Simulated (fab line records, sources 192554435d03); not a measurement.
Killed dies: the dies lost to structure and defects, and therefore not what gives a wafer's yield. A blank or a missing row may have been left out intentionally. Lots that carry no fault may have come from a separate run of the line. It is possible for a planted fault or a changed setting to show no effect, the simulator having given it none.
Matching of chambers | flow n5_finfet | cmp-01 running N5_BEOL_M0_CMP_120: 4 sister chambers
The step polishes, stops on SiOC, t overpolish 6.9 s. 7 wafers are shown with their chamber, then 7 later ones without.

EACH WAFER AND ITS CHAMBER
wafer  | chamber | motor_current_A (A) | clearing_platen_rpm (rpm)
L076.3 | 0       | 5.1                 | 50.005
L080.4 | 3       | 6.5                 | 49.957
L081.1 | 3       | 7.1                 | 50.016
L083.2 | 1       | 5.2                 | 50.018
L083.5 | 2       | 6.0                 | 50.006
L085.3 | 1       | 5.0                 | 50.031
L085.4 | 2       | 6.0                 | 49.943

WAFERS MISSING THEIR CHAMBER
wafer  | motor_current_A (A) | clearing_platen_rpm (rpm)
L085.6 | 6.9                 | 49.998
L089.3 | 5.3                 | 49.981
L089.4 | 4.9                 | 50.004
L089.6 | 7.1                 | 49.990
L094.1 | 5.2                 | 50.062
L094.2 | 6.5                 | 50.082
L094.6 | 6.2                 | 50.026

WHICH CHAMBER EACH ONE RAN IN
wafer  | from the rows above          | in truth
L085.6 | 3                            | 3
L089.3 | can't be placed: 0 or 1 or 2 | 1
L089.4 | can't be placed: 0 or 1      | 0
L089.6 | 3                            | 3
L094.1 | can't be placed: 1 or 0      | 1
L094.2 | can't be placed: 3 or 2      | 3
L094.6 | can't be placed: 2 or 3      | 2
Correct placement for 2 of the 7. Not placeable from these rows: 5 (in 5, the candidates include the true chamber). Wrongly placed: 0.
How it was worked out, from the rows above alone: a wafer's distance from a chamber is the root of the sum, over the readings, of the square of ((its reading less the chamber's mean) divided by the reading's scatter). The wafer belongs to the nearest chamber; if the next one is less than 2 further off, it can't be placed. The mean given for a chamber averages the wafers shown for that chamber. The scatter: the root of (the sum of the squares of (reading less its chamber's mean) over the shown wafers, divided by (wafers less chambers)).
